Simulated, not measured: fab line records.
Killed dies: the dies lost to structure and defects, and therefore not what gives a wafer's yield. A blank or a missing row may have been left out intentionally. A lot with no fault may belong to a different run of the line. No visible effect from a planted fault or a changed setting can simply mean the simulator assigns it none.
Problem report in the 8D (eight disciplines) form, filled by code / flow n5-finfet / the parts of the form that need people (team, actions taken, sign-off) are left out

1. PROBLEM STATEMENT
Mean of killed-at-front-end at N5_PASSIVATION_PROBE_49: 138 across 6 wafers in 2 lots; on wafers with no fault it is 40 (standard deviation 11). Relative to the usual mean, that is a shift of +9.0 standard deviations.
The first sign was on wafer L629.1 at day 20 22:26, on prober-02. The record has a number at this step for 6 wafers belonging to 2 lots. Rule for "out" (also "out of limits"): further than 4 standard deviations from the usual mean. All remaining wafers that have a number are taken as sound.

2. WHAT IT IS, AND WHAT IT ISN'T
question=which readings at this step; is=killed-at-front-end; is not=killed_at_M0_to_M3, killed_at_M4_up, killed-at-contacts, killed-at-other, killed-open, killed-short
question=which lots; is=L629, L630; is not=-
question=which wafers of those lots; is=all that have a number; is not=-
question=read on which tools; is=prober-02; is not=-
question=when; is=from day 20 22:26; is not=up to then (0 sound wafers)

3. THE SUSPECTS, EACH WITH WHAT RULES IT OUT
Counting: a tool stays on the suspect list if, at a process step up to the reading, it processed all lots that are out and no sound lot following the first of them.
- rie-metal-03 at N5_GATE_CUT_CUT_ETCH_53 (etches W in SF6/Cl2, target depth 79.2 nm): kept. It ran every lot that is out, first L630 (day 10 05:19), and no sound lot after that.
- prober-02 at N5_PASSIVATION_PROBE_49: kept. It ran every lot that is out, first L629 (day 20 22:26), and no sound lot after that. Out on those wafers are its own readings of killed-at-front-end.
After counting, rie-metal-03 at N5_GATE_CUT_CUT_ETCH_53 and prober-02 at N5_PASSIVATION_PROBE_49 remain.

4. THE CAUSE (what the simulator had put in)
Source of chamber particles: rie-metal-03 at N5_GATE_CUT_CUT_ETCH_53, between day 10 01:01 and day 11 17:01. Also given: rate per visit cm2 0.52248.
Counting left 2 suspects, and this tool is among them.

5. THE EFFECT CHAIN, in route order
Each row: a reading where the mean over the struck wafers with a number is more than 3 standard deviations away from the usual. Only readings whose record carries a usual standard deviation are examined. hours: median over the lots of the time between each lot's start at the first step of this table that gives one and its start at this step. sigmas: the change, counted in usual standard deviations.
hours=0; step=N5_PASSIVATION_PROBE_49; reading=killed-at-front-end; usual=40; on struck wafers=138; change=+98; sigmas=+9.0
hours=0; step=N5_PASSIVATION_PROBE_49; reading=killed-dies; usual=109; on struck wafers=201; change=+92; sigmas=+4.6
The process steps in it:
- N5_PASSIVATION_PROBE_49

6. WHAT WOULD HAVE CAUGHT IT SOONER
The fault began at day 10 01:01; the first out-of-limits reading in this record came at day 20 22:26, 261 hours later.
Tool readings at N5_GATE_CUT_CUT_ETCH_53 with a usual standard deviation given in the record: none out on any struck wafer, hence no alarm at a limit of 4 standard deviations on them.
Lots out: 2; all had begun N5_GATE_CUT_CUT_ETCH_53 on rie-metal-03 by day 20 22:26. Tool hold at that time: it would have spared none of them.
